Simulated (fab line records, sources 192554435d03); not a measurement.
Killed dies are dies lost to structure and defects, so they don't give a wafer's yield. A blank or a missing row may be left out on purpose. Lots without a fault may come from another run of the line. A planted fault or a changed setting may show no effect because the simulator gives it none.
fab line records | flow n5_finfet
record lots=5 wafers=15 last_day=18
route steps=1938 shown WELL_APT@44 PMOS_HMC_CHANNEL_EPI@57
lots that met no fault: from a run of the same line without faults
start_h: hours from the record's first day to the start of the lot's first wafer shown | wait_h: hours since the lot's step before | " the same as in the row above | L1.1+2: a row that stands for several wafers | - no value, or no start given | * or withheld: withheld | < > ~ a bound
route shown NAME@n: a module of which the file shows steps, and the number in the route of the first | usual: mean/standard deviation of fault-free wafers | same: alike in all rows | chamber/n: place in a boat | sites: the reading at each site | _std_site: their standard deviation | _edge_site: outer sites' mean less inner sites' | radius_mm: how far each site lies from the wafer's centre | mask NAME#n: copy n | behind: the tool/chamber that last shaped the wafer | hold: why the lot was held/for how many hours/how that ended | device: the transistor (n, p or np) that didn't switch | end of line: the same wafers' tests at the end of the route | a step without rows: its recipe alone | killed: dies lost to structure and defects at the first sort, not the wafer's yield | map: a wafer's dies, x killed, . not, _ none there
set.NAME: the setting as run; set.NAME@STEP: as run at that earlier step | model.NAME: the simulator's own value behind a step, which no gauge read
lots at some steps of the route; a table a step, a row a wafer
services: from which hour (start_h, from the record's first day; less than 0 if before it) a tool's chamber was out of use, for how many hours, and why
## steps
# step N5_WELL_APT_OVL_MEAS_26
# recipe points_per_wafer=44
# usual PWELL_OVL=-3/4.9
# columns lot.wafer tool chamber start_h wait_h PWELL_OVL[nm]
L074.2 overlay-01 0 15.09 0.0 -6
L074.4 " 0 " " -10
L074.5 " 0 " " -1
L082.2 overlay-02 0 62.97 0.0 -4
L082.4 " 0 " " -10
L082.6 " 0 " " -9
L087.1 overlay-02 0 92.83 0.0 -4
L087.4 " 0 " " -10
L087.6 " 0 " " -5
L096.2 overlay-02 0 146.75 0.0 -5
L096.3 " 0 " " -4
L096.4 " 0 " " 2
L097.4 overlay-02 0 152.71 0.0 0
L097.5 " 0 " " -1
L097.6 " 0 " " 4
# step N5_WELL_APT_INSPECT_27
# recipe mode=adi inspect_instrument=macro
# usual raw_defect_count=2.3/1.5
# columns lot.wafer tool chamber start_h wait_h raw_defect_count
L074.2 defect_inspect-01 - 15.11 0.0 4
L074.4 " - " " 5
L074.5 " - " " 3
L082.2 defect_inspect-02 - 62.99 0.0 2
L082.4 " - " " 2
L082.6 " - " " 3
L087.1 defect_inspect-02 - 92.86 0.0 3
L087.4 " - " " 3
L087.6 " - " " 2
L096.2 defect_inspect-01 - 146.77 0.0 3
L096.3 " - " " 5
L096.4 " - " " 1
L097.4 defect_inspect-02 - 152.73 0.0 5
L097.5 " - " " 0
L097.6 " - " " 2
# step N5_WELL_APT_DESCUM_30
# recipe chemistry=O2 time_s=7.9 source_power_w=50 bias_power_w=20 pressure_mtorr=20 rf_frequency_hz=2.712e+07 temp_c=40 o2_flow_sccm=225
# usual bias_power_w=19.99/0.055 drypump_motor_current_A=5.8/0.52 oes_product_au=0.77/0.085 rf_vpp_V=243.6/1.5 showerhead_plenum_p_Torr=2.12/0.081 throttle_valve_pct=20.40/0.22
# same time_s=7.9
# columns lot.wafer tool chamber start_h wait_h bias_power_w drypump_motor_current_A oes_product_au rf_hours_counter_h rf_vpp_V showerhead_plenum_p_Torr throttle_valve_pct
L074.2 rie_diel-01 3 15.20 0.1 20.00 6.5 0.73 196 244.3 2.17 20.52
L074.4 " 3 " " 20.07 6.5 0.73 - 244.8 2.17 20.50
L074.5 " 0 " " 19.98 6.4 0.85 - 243.8 2.21 20.16
L082.2 rie_diel-06 1 63.03 0.0 19.98 6.6 0.75 162 245.5 2.19 20.50
L082.4 " 3 " " 19.97 5.4 0.70 226 242.1 2.00 20.70
L082.6 " 0 " " 19.96 5.7 0.73 - 243.9 2.18 20.46
L087.1 rie_diel-03 1 92.90 0.0 20.00 5.5 0.74 153 244.7 2.18 20.43
L087.4 " 2 " " 20.00 5.0 0.86 44 243.5 2.15 20.70
L087.6 " 3 " " 19.96 6.0 0.84 - 240.9 2.05 20.54
L096.2 rie_diel-03 1 146.81 0.0 20.01 5.5 0.73 172 245.7 2.17 20.45
L096.3 " 0 " " 19.95 5.2 0.92 19 243.9 2.12 20.08
L096.4 " 2 " " 19.94 5.0 0.85 63 242.8 2.14 20.71
L097.4 rie_diel-06 0 152.80 0.1 19.98 5.7 0.71 - 244.0 2.17 20.50
L097.5 " 1 " " 20.07 6.6 0.74 - 244.5 2.18 20.56
L097.6 " 2 " " 20.12 6.3 0.70 - 242.6 2.05 20.38
# step N5_WELL_APT_IMPLANT_31
# recipe species=B energy_kev=60 dose_cm2=1.5e+13 tilt_deg=0 rotation_deg=0
# columns lot.wafer tool chamber start_h wait_h
L074.2+4+5 implanter-01 0 15.33 0.1
L082.2+4+6 implanter-01 0 63.16 0.1
L087.1+4+6 implanter-01 0 93.00 0.1
L096.2+3+4 implanter-01 0 146.94 0.1
L097.4+5+6 implanter-02 0 152.95 0.1
# step N5_WELL_APT_IMPLANT_32
# recipe species=BF2 energy_kev=50 dose_cm2=2e+13 tilt_deg=0 rotation_deg=0
# columns lot.wafer tool chamber start_h wait_h
L074.2+4+5 implanter-01 0 15.51 0.1
L082.2+4+6 implanter-01 0 63.34 0.1
L087.1+4+6 implanter-01 0 93.18 0.1
L096.2+3+4 implanter-01 0 147.12 0.1
L097.4+5+6 implanter-02 0 153.13 0.1
# step N5_WELL_APT_STRIP_33
# recipe chemistry=SPM time_s=900 temp_c=130 h2so4_h2o2_vol_ratio=4 dry=ipa_marangoni
# same time_s=900
# columns lot.wafer tool chamber start_h wait_h
L074.2+4+5 wet_bench-02 7,3,4 15.68 0.1
L082.2+4+6 wet_bench-05 4,2,3 63.51 0.1
L087.1+4+6 wet_bench-02 5,3,4 93.39 0.2
L096.2+3+4 wet_bench-05 5,2,7 147.29 0.1
L097.4+5+6 wet_bench-02 3,4,1 153.25 0.1
# step N5_WELL_APT_RTA_34
# recipe temp_c=1000 time_s=10 ambient=N2 idle_temp_c=600 ramp_up_c_per_s=150 ramp_down_c_per_s=60 cool_to_c=600
# usual lamp_power_pct=13.01/0.056 wafer_temp_C_max=1003.6/1
# same time_s=10
# columns lot.wafer tool chamber start_h wait_h lamp_power_pct wafer_temp_C_max
L074.2 rtp_anneal-01 0 15.98 0.0 12.93 1004.0
L074.4 " 0 " " 12.97 1002.1
L074.5 " 0 " " 12.99 1005.5
L082.2 rtp_anneal-02 0 63.81 0.0 13.02 1004.3
L082.4 " 0 " " 13.02 1003.5
L082.6 " 0 " " 13.06 1002.8
L087.1 rtp_anneal-02 0 93.69 0.1 13.00 1003.3
L087.4 " 0 " " 12.97 1002.1
L087.6 " 0 " " 12.94 1002.1
L096.2 rtp_anneal-01 0 147.71 0.2 12.96 1003.9
L096.3 " 0 " " 13.07 1004.4
L096.4 " 0 " " 13.05 1002.9
L097.4 rtp_anneal-01 0 153.60 0.1 12.97 1004.1
L097.5 " 0 " " 12.96 1002.3
L097.6 " 0 " " 13.03 1002.3
# step N5_WELL_APT_OXIDE_STRIP_42
# recipe chemistry=dHF dilution=25:1 time_s=45 temp_c=25 target=SiO2 target_depth_a=120
# same time_s=45
# columns lot.wafer tool chamber start_h wait_h
L074.2+4+5 wet_bench-02 4,6,5 16.11 0.1
L082.2+4+6 wet_bench-02 7,1,4 63.95 0.1
L087.1+4+6 wet_bench-02 7,5,1 93.84 0.1
L096.2+3+4 wet_bench-02 7,6,5 147.83 0.1
L097.4+5+6 wet_bench-05 5,3,4 153.69 0.1
# step N5_WELL_APT_PRECLEAN_36
# recipe chemistry=O3/DIW time_s=45 temp_c=22 o3_ppm=10
# same time_s=45
# columns lot.wafer tool chamber start_h wait_h
L074.2+4+5 wet_bench-02 4,6,5 16.12 0.0
L082.2+4+6 wet_bench-02 7,1,4 63.96 0.0
L087.1+4+6 wet_bench-02 7,5,1 93.85 0.0
L096.2+3+4 wet_bench-02 7,6,5 147.85 0.0
L097.4+5+6 wet_bench-05 5,3,4 153.71 0.0
# step N5_WELL_APT_PRECLEAN_39
# recipe chemistry=dHF time_s=60 dilution=150:1 temp_c=25
# same time_s=60
# columns lot.wafer tool chamber start_h wait_h
L074.2+4+5 wet_bench-02 4,6,5 16.13 0.0
L082.2+4+6 wet_bench-02 7,1,4 63.98 0.0
L087.1+4+6 wet_bench-02 7,5,1 93.87 0.0
L096.2+3+4 wet_bench-02 7,6,5 147.86 0.0
L097.4+5+6 wet_bench-05 5,3,4 153.72 0.0
# step N5_WELL_APT_SRD_37
# recipe dry=ipa_marangoni do_ppb=5 time_s=30 temp_c=23 rinse_liquid=diw
# same time_s=30
# columns lot.wafer tool chamber start_h wait_h
L074.2+4+5 wet_bench-02 4,6,5 16.15 0.0
L082.2+4+6 wet_bench-02 7,1,4 63.99 0.0
L087.1+4+6 wet_bench-02 7,5,1 93.88 0.0
L096.2+3+4 wet_bench-02 7,6,5 147.88 0.0
L097.4+5+6 wet_bench-05 5,3,4 153.74 0.0
# step N5_WELL_APT_EPI_41
# recipe material=Si target_thk_a=500 temp_c=650 precursor=SiH4/H2 pressure_torr=20 time_s=297.7
# usual lamp_inner_pct=14.0/0.49 throttle_valve_pct=11.4/0.37
# same time_s=297.7
# columns lot.wafer tool chamber start_h wait_h lamp_inner_pct throttle_valve_pct
L074.2 epi_rpcvd-03 0 16.30 0.1 13.5 11.3
L074.4 " 0 " " 13.7 11.1
L074.5 " 0 " " 13.5 11.2
L082.2 epi_rpcvd-03 0 64.14 0.1 13.6 11.3
L082.4 " 0 " " 13.5 11.4
L082.6 " 0 " " 13.6 11.2
L087.1 epi_rpcvd-03 0 93.93 0.0 13.5 11.3
L087.4 " 0 " " 13.6 11.0
L087.6 " 0 " " 13.7 11.4
L096.2 epi_rpcvd-02 0 148.02 0.1 13.8 12.2
L096.3 " 0 " " 13.8 12.3
L096.4 " 0 " " 13.8 12.1
L097.4 epi_rpcvd-04 0 154.09 0.3 14.7 11.2
L097.5 " 0 " " 14.6 11.3
L097.6 " 0 " " 14.6 11.2
# step N5_WELL_APT_INSPECT_38
# recipe inspect_instrument=darkfield mode=post_epi
# usual raw_defect_count=13/5
# columns lot.wafer tool chamber start_h wait_h raw_defect_count
L074.2 defect_inspect-02 - 16.83 0.4 14
L074.4 " - " " 22
L074.5 " - " " 20
L082.2 defect_inspect-01 - 64.68 0.4 16
L082.4 " - " " 12
L082.6 " - " " 15
L087.1 defect_inspect-01 - 94.57 0.5 18
L087.4 " - " " 8
L087.6 " - " " 25
L096.2 defect_inspect-02 - 148.56 0.4 10
L096.3 " - " " 22
L096.4 " - " " 11
L097.4 defect_inspect-01 - 154.43 0.2 13
L097.5 " - " " 13
L097.6 " - " " 17
# step N5_PMOS_HMC_CHANNEL_EPI_HM_DEP_34
# recipe material=SiO2 target_thk_a=360 temp_c=400 precursor=TEOS/O2 pressure_torr=6.5 rf_w=900 teos_flow_sccm=161.4 gas=O2 flow_sccm=2650 time_s=6.9
# usual heater_power_w=549/63 showerhead_plenum_p_Torr=8.34/0.036 throttle_valve_pct=18.6/1.4
# same time_s=6.9
# columns lot.wafer tool chamber start_h wait_h heater_power_w showerhead_plenum_p_Torr throttle_valve_pct
L074.2 pecvd-01 0 16.87 0.0 567 8.30 18.0
L074.4 " 2 " " 564 8.43 18.5
L074.5 " 1 " " 621 8.29 21.8
L082.2 pecvd-02 0 64.71 0.0 512 8.36 19.4
L082.4 " 0 " " 522 8.35 18.8
L082.6 " 1 " " 584 8.34 17.5
L087.1 pecvd-01 1 94.60 0.0 556 8.30 22.1
L087.4 " 1 " " 586 8.30 21.8
L087.6 " 2 " " 458 8.43 18.3
L096.2 pecvd-02 0 148.60 0.0 447 8.36 19.3
L096.3 " 2 " " 432 8.36 17.8
L096.4 " 2 " " 443 8.34 17.6
L097.4 pecvd-01 2 154.47 0.0 488 8.40 18.7
L097.5 " 0 " " 450 8.28 18.2
L097.6 " 1 " " 645 8.31 21.7
# step N5_PMOS_HMC_CHANNEL_EPI_COAT_31
# recipe resist=BARC temp_c=205 time_s=60 spin_rpm=1500 resist_thk_nm=66
# same time_s=60
# columns lot.wafer tool chamber start_h wait_h
L074.2+4+5 litho_track-05 0 16.93 0.0
L082.2+4+6 litho_track-04 0 64.77 0.0
L087.1+4+6 litho_track-04 0 94.66 0.0
L096.2+3+4 litho_track-04 0 148.65 0.0
L097.4+5+6 litho_track-03 0 154.52 0.0
# step N5_PMOS_HMC_CHANNEL_EPI_COAT_03
# recipe resist=CAR-ArF-block spin_rpm=1500 resist_thk_nm=205
# columns lot.wafer tool chamber start_h wait_h
L074.2+4+5 litho_track-05 0 - -
L082.2+4+6 litho_track-04 0 - -
L087.1+4+6 litho_track-04 0 - -
L096.2+3+4 litho_track-04 0 - -
L097.4+5+6 litho_track-03 0 - -
# step N5_PMOS_HMC_CHANNEL_EPI_EBR_05
# recipe solvent=PGMEA ebr_width_mm=1.5
# same ebr_width_mm=1.5
# columns lot.wafer tool chamber start_h wait_h
L074.2+4+5 litho_track-05 0 - -
L082.2+4+6 litho_track-04 0 - -
L087.1+4+6 litho_track-04 0 - -
L096.2+3+4 litho_track-04 0 - -
L097.4+5+6 litho_track-03 0 - -
# step N5_PMOS_HMC_CHANNEL_EPI_SOFTBAKE_04
# recipe temp_c=110 time_s=60 resist=CAR-ArF-block
# same time_s=60
# columns lot.wafer tool chamber start_h wait_h
L074.2+4+5 litho_track-05 0 - -
L082.2+4+6 litho_track-04 0 - -
L087.1+4+6 litho_track-04 0 - -
L096.2+3+4 litho_track-04 0 - -
L097.4+5+6 litho_track-03 0 - -
# step N5_PMOS_HMC_CHANNEL_EPI_EXPOSE_06
# recipe mask_id=PMOS_HMC_BLK na=1.35 source_shape=conventional sigma_outer=0.8 polarization=unpolarized target_cd_nm=240 dose_mj=41
# usual stage_vel_mm_s=499.94/0.26
# columns lot.wafer tool chamber start_h wait_h mask stage_vel_mm_s
L074.2 arfi_scanner-01 0 17.16 - PMOS_HMC_BLK#0 499.70
L074.4 " 0 " " PMOS_HMC_BLK#0 500.03
L074.5 " 0 " " PMOS_HMC_BLK#0 499.98
L082.2 arfi_scanner-03 0 65.00 - PMOS_HMC_BLK#0 499.71
L082.4 " 0 " " PMOS_HMC_BLK#0 500.20
L082.6 " 0 " " PMOS_HMC_BLK#0 499.50
L087.1 arfi_scanner-01 0 94.88 - PMOS_HMC_BLK#0 499.98
L087.4 " 0 " " PMOS_HMC_BLK#0 499.81
L087.6 " 0 " " PMOS_HMC_BLK#0 499.96
L096.2 arfi_scanner-01 0 148.76 - PMOS_HMC_BLK#0 499.83
L096.3 " 0 " " PMOS_HMC_BLK#0 499.64
L096.4 " 0 " " PMOS_HMC_BLK#0 499.64
L097.4 arfi_scanner-03 0 154.76 - PMOS_HMC_BLK#0 500.29
L097.5 " 0 " " PMOS_HMC_BLK#0 499.72
L097.6 " 0 " " PMOS_HMC_BLK#0 500.06
# step N5_PMOS_HMC_CHANNEL_EPI_PEB_07
# recipe peb_temp_c=110 peb_time_s=60 resist=CAR-ArF-block
# columns lot.wafer tool chamber start_h wait_h
L074.2+4+5 litho_track-04 0 17.21 0.0
L082.2+4+6 litho_track-05 0 65.05 0.0
L087.1+4+6 litho_track-05 0 94.94 0.1
L096.2+3+4 litho_track-04 0 148.81 0.0
L097.4+5+6 litho_track-03 0 154.80 0.0
# step N5_PMOS_HMC_CHANNEL_EPI_DEVELOP_08
# recipe develop_time_s=30 developer=TMAH resist=CAR-ArF-block dev_temp_c=23 rinse_liquid=diw dry=air_spin
# usual developer_temp_C=23.00/0.1
# columns lot.wafer tool chamber start_h wait_h developer_temp_C
L074.2 litho_track-04 0 - - 22.96
L074.4 " 0 " " 22.99
L074.5 " 0 " " 22.87
L082.2 litho_track-05 0 - - 23.03
L082.4 " 0 " " 22.96
L082.6 " 0 " " 22.77
L087.1 litho_track-05 0 - - 23.09
L087.4 " 0 " " 23.02
L087.6 " 0 " " 23.03
L096.2 litho_track-04 0 - - 23.14
L096.3 " 0 " " 23.01
L096.4 " 0 " " 23.03
L097.4 litho_track-03 0 - - 23.08
L097.5 " 0 " " 23.16
L097.6 " 0 " " 23.15
# step N5_PMOS_HMC_CHANNEL_EPI_CD_MEAS_09
# recipe target_cd_nm=237.4 landing_energy_ev=500 detector=se_inlens
# usual cd_nm=237.2/0.94
# same landing_energy_ev=500
# columns lot.wafer tool chamber start_h wait_h cd_nm
L074.2 cd_sem-01 0 17.28 - 237.7
L074.4 " 0 " " 237.6
L074.5 " 0 " " 238.7
L082.2 cd_sem-03 0 65.12 - 238.9
L082.4 " 0 " " 238.1
L082.6 " 0 " " 237.9
L087.1 cd_sem-03 0 95.01 - 236.9
L087.4 " 0 " " 236.7
L087.6 " 0 " " 236.7
L096.2 cd_sem-01 0 148.88 - 237.4
L096.3 " 0 " " 237.6
L096.4 " 0 " " 236.8
L097.4 cd_sem-02 0 154.87 - 237.0
L097.5 " 0 " " 237.2
L097.6 " 0 " " 238.3
# step N5_PMOS_HMC_CHANNEL_EPI_OVL_MEAS_10
# recipe points_per_wafer=44
# usual PMOS_HMC_BLK_OVL=-0.1/0.78
# columns lot.wafer tool chamber start_h wait_h PMOS_HMC_BLK_OVL[nm]
L074.2 overlay-01 0 17.31 0.0 -0.1
L074.4 " 0 " " -0.5
L074.5 " 0 " " -0.5
L082.2 overlay-02 0 65.15 0.0 -0.4
L082.4 " 0 " " -1.4
L082.6 " 0 " " -1.2
L087.1 overlay-01 0 95.04 0.0 1.6
L087.4 " 0 " " 1.5
L087.6 " 0 " " 1.5
L096.2 overlay-01 0 148.91 0.0 0.2
L096.3 " 0 " " -0.2
L096.4 " 0 " " -0.6
L097.4 overlay-01 0 154.90 0.0 1.4
L097.5 " 0 " " 1.5
L097.6 " 0 " " 0.6
# step N5_PMOS_HMC_CHANNEL_EPI_INSPECT_11
# recipe mode=adi inspect_instrument=macro
# usual raw_defect_count=2.1/1.5
# columns lot.wafer tool chamber start_h wait_h raw_defect_count
L074.2 defect_inspect-02 - 17.33 0.0 1
L074.4 " - " " 0
L074.5 " - " " 0
L082.2 defect_inspect-01 - 65.17 0.0 0
L082.4 " - " " 3
L082.6 " - " " 5
L087.1 defect_inspect-01 - 95.06 0.0 1
L087.4 " - " " 0
L087.6 " - " " 0
L096.2 defect_inspect-01 - 148.93 0.0 5
L096.3 " - " " 0
L096.4 " - " " 1
L097.4 defect_inspect-02 - 154.92 0.0 1
L097.5 " - " " 3
L097.6 " - " " 3
# step N5_PMOS_HMC_CHANNEL_EPI_DESCUM_14
# recipe chemistry=O2 time_s=7.9 source_power_w=50 bias_power_w=20 pressure_mtorr=20 rf_frequency_hz=2.712e+07 temp_c=40 resist=CAR-ArF-block o2_flow_sccm=225
# usual bias_power_w=19.99/0.062 drypump_motor_current_A=5.5/0.39 oes_product_au=0.78/0.089 rf_vpp_V=243.4/1.3 showerhead_plenum_p_Torr=2.11/0.065 throttle_valve_pct=20.42/0.13
# same time_s=7.9
# columns lot.wafer tool chamber start_h wait_h bias_power_w drypump_motor_current_A oes_product_au rf_hours_counter_h rf_vpp_V showerhead_plenum_p_Torr throttle_valve_pct
L074.2 rie_diel-04 1 17.86 0.5 20.06 5.4 0.69 238 243.9 2.05 20.39
L074.4 " 2 " " 19.86 6.4 0.68 247 244.4 2.15 20.74
L074.5 " 2 " " 19.92 6.3 0.67 - 244.7 2.15 20.75
L082.2 rie_diel-02 0 65.21 0.0 19.99 5.4 0.71 223 241.0 1.97 20.31
L082.4 " 3 " " 19.95 5.2 0.75 137 245.4 2.18 20.58
L082.6 " 3 " " 19.88 5.2 0.75 - 244.3 2.18 20.58
L087.1 rie_diel-04 1 95.10 0.0 19.88 5.4 0.66 268 243.0 2.04 20.42
L087.4 " 1 " " 19.87 5.3 0.66 - 243.0 2.04 20.44
L087.6 " 0 " " 19.92 5.9 0.80 - 242.4 2.13 20.38
L096.2 rie_diel-04 3 148.96 0.0 20.07 5.7 0.88 29 244.3 2.11 20.30
L096.3 " 0 " " 20.00 5.9 0.78 129 241.2 2.13 20.41
L096.4 " 3 " " 20.08 5.7 0.89 - 242.7 2.11 20.33
L097.4 rie_diel-02 3 155.12 0.2 19.96 5.1 0.72 164 243.2 2.17 20.60
L097.5 " 3 " " 20.03 5.2 0.72 - 244.2 2.17 20.61
L097.6 " 2 " " 19.96 5.6 0.76 - 243.6 2.11 20.30
# step N5_PMOS_HMC_CHANNEL_EPI_ETCH_32
# recipe chemistry=N2/H2 target=BARC stop_on=SiO2 target_depth_a=858 over_etch_frac=0.3 time_s=50.3 ion_energy_ev=200 mask_material=CAR-ArF-block pressure_mtorr=30 source_w=840 bias_w=150 n2_flow_sccm=200 h2_flow_sccm=200
# usual drypump_motor_current_A=5.5/0.39 oes_product_au=0.66/0.071 rf_vpp_V=524.6/2.3 showerhead_plenum_p_Torr=2.57/0.078 throttle_valve_pct=17.90/0.24
# same time_s=50.3
# columns lot.wafer tool chamber start_h wait_h drypump_motor_current_A oes_product_au rf_hours_counter_h rf_vpp_V showerhead_plenum_p_Torr throttle_valve_pct
L074.2 rie_diel-04 1 17.90 0.0 5.4 0.59 238 522.1 2.51 18.07
L074.4 " 2 " " 6.4 0.59 247 525.0 2.62 18.40
L074.5 " 2 " " 6.4 0.59 - 524.9 2.62 18.40
L082.2 rie_diel-02 0 65.24 0.0 5.4 0.60 223 519.7 2.43 18.04
L082.4 " 3 " " 5.2 0.63 137 527.0 2.67 18.16
L082.6 " 3 " " 5.2 0.63 - 527.5 2.67 18.18
L087.1 rie_diel-04 1 95.13 0.0 5.3 0.57 268 522.9 2.50 18.14
L087.4 " 1 " " 5.3 0.57 - 522.7 2.50 18.14
L087.6 " 0 " " 5.9 0.68 - 525.3 2.55 17.60
L096.2 rie_diel-04 3 149.00 0.0 5.7 0.76 29 524.0 2.62 18.03
L096.3 " 0 " " 5.9 0.66 129 525.0 2.54 17.62
L096.4 " 3 " " 5.7 0.75 - 525.5 2.62 18.02
L097.4 rie_diel-02 3 155.16 0.0 5.2 0.62 164 527.1 2.66 18.22
L097.5 " 3 " " 5.2 0.62 - 526.4 2.66 18.21
L097.6 " 2 " " 5.6 0.65 - 524.5 2.53 17.58
# step N5_PMOS_HMC_CHANNEL_EPI_HM_OPEN_15
# recipe chemistry=CHF3/O2 target=SiO2 mask_material=CAR-ArF-block target_depth_a=406 CHF3_flow_sccm=50 O2_flow_sccm=5 Ar_flow_sccm=200 time_s=20.3 pressure_mtorr=30 source_w=650 bias_w=170 ion_energy_ev=200
# usual drypump_motor_current_A=5.5/0.39 mfc_ar_sccm=200.0/0.65 oes_product_au=0.77/0.089 rf_vpp_V=525/5.7 showerhead_plenum_p_Torr=2.43/0.075 throttle_valve_pct=18.90/0.17
# same time_s=20.3
# columns lot.wafer tool chamber start_h wait_h drypump_motor_current_A mfc_ar_sccm oes_product_au rf_hours_counter_h rf_vpp_V showerhead_plenum_p_Torr throttle_valve_pct
L074.2 rie_diel-04 1 17.94 0.0 5.3 199.7 0.68 238 529 2.37 18.97
L074.4 " 2 " " 6.4 199.5 0.68 247 531 2.47 19.24
L074.5 " 2 " " 6.4 201.2 0.68 - 532 2.47 19.24
L082.2 rie_diel-02 0 65.28 0.0 5.4 200.5 0.71 223 520 2.28 18.83
L082.4 " 3 " " 5.2 199.0 0.74 137 534 2.52 19.09
L082.6 " 3 " " 5.2 199.0 0.75 - 534 2.52 19.12
L087.1 rie_diel-04 1 95.18 0.0 5.4 199.1 0.66 268 531 2.36 19.02
L087.4 " 1 " " 5.4 200.0 0.66 - 530 2.36 18.99
L087.6 " 0 " " 5.9 200.4 0.80 - 518 2.44 18.77
L096.2 rie_diel-04 3 149.04 0.0 5.7 199.5 0.88 29 536 2.46 18.95
L096.3 " 0 " " 5.9 198.9 0.78 129 516 2.43 18.82
L096.4 " 3 " " 5.7 200.7 0.89 - 536 2.46 18.97
L097.4 rie_diel-02 3 155.20 0.0 5.2 201.1 0.71 164 535 2.51 19.14
L097.5 " 3 " " 5.2 200.8 0.72 - 532 2.51 19.15
L097.6 " 2 " " 5.6 199.1 0.76 - 522 2.40 18.67
# step N5_PMOS_HMC_CHANNEL_EPI_STRIP_33
# recipe chemistry=N2/H2 power_w=500 temp_c=40 pressure_mtorr=50 rf_frequency_hz=6e+07 overash_fraction=0.3 bias_power_w=8 h2_frac=0.5 n2_flow_sccm=300 h2_flow_sccm=300
# usual bias_power_w=7.998/0.024 drypump_motor_current_A=5.5/0.39 oes_product_au=0.78/0.089 rf_vpp_V=54.5/1.7 showerhead_plenum_p_Torr=3.39/0.099 throttle_valve_pct=19.0/0.41
# same overash_fraction=0.3
# columns lot.wafer tool chamber start_h wait_h bias_power_w drypump_motor_current_A oes_product_au rf_hours_counter_h rf_vpp_V showerhead_plenum_p_Torr throttle_valve_pct
L074.2 rie_diel-04 1 18.00 0.0 8.004 5.3 0.69 238 57.1 3.32 19.3
L074.4 " 2 " " 8.016 6.4 0.67 247 55.5 3.46 19.8
L074.5 " 2 " " 8.034 6.4 0.66 - 55.3 3.46 19.8
L082.2 rie_diel-02 0 65.34 0.0 8.012 5.3 0.71 223 54.7 3.22 19.3
L082.4 " 3 " " 7.982 5.2 0.74 138 56.4 3.52 19.3
L082.6 " 3 " " 7.950 5.2 0.74 - 56.5 3.52 19.4
L087.1 rie_diel-04 1 95.23 0.0 7.983 5.4 0.66 268 53.4 3.30 19.4
L087.4 " 1 " " 8.018 5.4 0.66 - 53.9 3.30 19.4
L087.6 " 0 " " 7.986 5.9 0.80 - 53.6 3.36 18.6
L096.2 rie_diel-04 3 149.10 0.0 8.020 5.7 0.90 29 54.6 3.45 19.0
L096.3 " 0 " " 7.997 5.9 0.78 129 50.0 3.35 18.6
L096.4 " 3 " " 8.046 5.7 0.89 - 55.4 3.45 19.0
L097.4 rie_diel-02 3 155.26 0.0 8.005 5.2 0.72 164 52.8 3.51 19.4
L097.5 " 3 " " 8.034 5.2 0.72 - 59.3 3.50 19.4
L097.6 " 2 " " 8.010 5.6 0.76 - 53.1 3.35 18.4
# step N5_PMOS_HMC_CHANNEL_EPI_STRIP_17
# recipe chemistry=SPM time_s=750 temp_c=130 h2so4_h2o2_vol_ratio=4 dry=ipa_marangoni
# same time_s=750
# columns lot.wafer tool chamber start_h wait_h
L074.2+4+5 wet_bench-06 7,0,4 18.06 -
L082.2+4+6 wet_bench-06 3,4,1 65.41 -
L087.1+4+6 wet_bench-04 1,0,5 95.31 -
L096.2+3+4 wet_bench-06 2,7,4 149.16 -
L097.4+5+6 wet_bench-06 6,2,4 155.32 -
# step N5_PMOS_HMC_CHANNEL_EPI_ETCH_38
# recipe chemistry=CF4 target=SiO2 target_depth_a=15 ion_energy_ev=350 pressure_mtorr=10 icp_w=800 bias_w=400 cf4_flow_sccm=80
# usual cf4_flow_sccm=80.00/0.25 drypump_motor_current_A=5.6/0.42 oes_product_au=0.990/0.017 throttle_valve_pct=21.74/0.3
# columns lot.wafer tool chamber start_h wait_h cf4_flow_sccm drypump_motor_current_A oes_product_au rf_hours_counter_h throttle_valve_pct
L074.2 rie_si-02 1 18.32 0.0 80.24 5.4 0.992 128 22.16
L074.4 " 0 " " 80.26 5.7 0.995 81 21.78
L074.5 " 3 " " 80.08 5.5 1.008 - 22.04
L082.2 rie_si-03 1 65.64 0.0 79.81 6.6 0.990 115 21.74
L082.4 " 2 " " 79.74 5.8 1.003 71 21.26
L082.6 " 1 " " 79.33 6.5 0.985 - 21.74
L087.1 rie_si-03 0 95.54 0.0 80.06 5.6 0.989 83 21.99
L087.4 " 3 " " 79.98 6.1 0.992 0 21.61
L087.6 " 2 " " 80.16 5.8 0.984 - 21.26
L096.2 rie_si-02 3 149.40 0.0 80.14 5.5 1.005 176 22.01
L096.3 " 1 " " 80.11 5.4 0.990 130 22.18
L096.4 " 0 " " 80.30 5.6 0.992 84 21.78
L097.4 rie_si-02 2 155.56 0.0 80.35 5.0 0.951 163 21.37
L097.5 " 0 " " 80.13 5.6 0.988 - 21.79
L097.6 " 1 " " 80.11 5.4 0.993 - 22.17
## services
# columns tool chamber start_h hours kind
rie_diel-02 2 -8.75 14.2 repair
arfi_scanner-03 - -6.46 1.3 pm
arfi_scanner-01 - -3.84 0.9 repair
arfi_scanner-03 - -1.37 0.3 repair
rie_diel-03 2 4.55 8.3 repair
rie_diel-02 2 19.97 4.2 repair
rie_diel-04 3 28.67 77.2 repair
wet_bench-02 - 33.55 7.3 repair
arfi_scanner-01 - 40.82 1.3 pm
pecvd-01 - 46.77 0.6 repair
arfi_scanner-01 - 48.89 0.8 pm
wet_bench-06 - 54.45 4.4 pm
rie_diel-04 0 57.00 4.1 repair
arfi_scanner-01 - 92.68 0.2 repair
epi_rpcvd-03 - 103.71 0.5 repair
implanter-01 - 111.13 1.5 repair
implanter-01 - 125.01 1.2 repair
implanter-01 - 130.32 8.0 pm
arfi_scanner-01 - 134.06 1.0 pm
arfi_scanner-01 - 138.16 1.0 pm
rie_diel-04 2 143.32 5.9 repair
arfi_scanner-01 - 143.91 1.6 repair
rie_diel-04 - 144.48 0.2 repair
rie_diel-02 2 145.20 5.7 repair
## key
fault none
